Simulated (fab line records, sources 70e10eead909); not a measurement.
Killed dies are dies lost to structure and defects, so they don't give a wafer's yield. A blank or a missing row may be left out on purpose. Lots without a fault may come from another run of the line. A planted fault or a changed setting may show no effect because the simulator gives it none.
A struck lot beside a sound one | flow nand_harc | 12 steps out of a route of 1302
Sound: wafers L118.3, L118.4, L118.5. Struck: wafers L132.3, L132.5. The cause comes at the end.
At each step with rows: each side's tool, then ch and its chambers, then its first start. Under that, the readings that differ: sound wafers | struck wafers | difference of the means | sigmas: that difference in standard deviations of wafers without a fault.
alike: readings whose means differ by less than 2 such deviations, and words and numbers that are the same on both sides. not compared: withheld readings, readings that some wafer has no value for, bounds like >300 that may hide the same value, and numbers for which the record gives no deviation and whose values overlap.
The two part at a step that has a row with sigmas, a row that says differs or no value, or rows on one side only. Numbers that don't overlap but have no deviation are shown without sigmas and don't part them. A reading that every wafer of one side lacks parts them only if that side has two wafers or more.

first, 1 step without rows for these wafers: NHARC_A_WL_FILL_CVD_23 (deposits poly-Si, target thk 40 nm, time 800 s).
NHARC_A_WL_FILL_ETCHBACK_26: etches the open film in HBr, target depth 52 nm, time 13.3 s.
  sound on rie_si-02 ch 0,2,3, day 22 13:33; struck on rie_si-06 ch 2,3, day 29 09:19
  alike: drypump_motor_current_A, oes_product_au, rf_fwd_power_W, throttle_valve_pct
  not compared: rf_hours_counter_h
then, 2 steps without rows for these wafers: NHARC_A_WL_FILL_PRECLEAN_30 (cleans in dHF, time 10 s); NHARC_A_WL_FILL_SRD_14.
NHARC_A_WL_FILL_ALD_19: deposits TiN, target thk 2 nm, pulse time 3 s, ald cycles 100.
  sound on ald_metal-03 ch 0,1, day 22 13:48; struck on ald_metal-04 ch 0,3, day 29 09:32
  alike: heater_power_w, precursor_pulse_height_rel
NHARC_A_WL_FILL_CVD_20: deposits W, target thk 100 nm, time 74 s.
  sound on cvd_w-02 ch 0,1; struck on cvd_w-02 ch 0,1
  alike: heater_power_w, throttle_valve_pct
NHARC_A_WL_FILL_CMP_12: polishes, t overpolish 30 s, target thk 100 nm.
  sound on cmp-02 ch 0,3, day 22 14:13; struck on cmp-04 ch 2,3, day 29 09:55
  alike: motor_current_A, overpolish_run_s, time_to_endpoint_s
then, 1 step without rows for these wafers: NHARC_A_WL_FILL_SRD_31.
NHARC_A_WL_FILL_INSPECT_15:
  sound on defect_inspect-01, day 22 14:43; struck on defect_inspect-01, day 29 10:23
  alike: raw_defect_count
NHARC_A_CONTACT_DEP_24: deposits SiO2, target thk 500 nm.
  sound on pecvd-03 ch 0,1,2, day 22 14:54; struck on pecvd-03 ch 0, day 29 10:38
  alike: heater_power_w, rf_fwd_power_W, throttle_valve_pct
NHARC_A_CONTACT_DEP_28: deposits aC, target thk 7000 nm.
  sound on acl_dep-02 ch 0, day 22 18:09; struck on acl_dep-02 ch 0, day 29 16:55
  reading | sound | struck                                            | difference                   | sigmas
  hold    | - - - | await_dispo/3.3h/release await_dispo/3.3h/release | no value on the sound wafers |
  alike: throttle_valve_pct
-- the record jumps here: 4 days lie between the struck wafers' starts before and after (it left off in module A_CONTACT and takes up again in module END, whose first step shown is number 1302 of the route) --
NHARC_END_SORT_01:
  the record has rows for the struck wafers here (prober-02 ch 0, day 33 12:24) and none for the sound ones

WHERE THEY PART
First at NHARC_A_CONTACT_DEP_28; last, within this record, at NHARC_END_SORT_01.

WHY: what the simulator had put in
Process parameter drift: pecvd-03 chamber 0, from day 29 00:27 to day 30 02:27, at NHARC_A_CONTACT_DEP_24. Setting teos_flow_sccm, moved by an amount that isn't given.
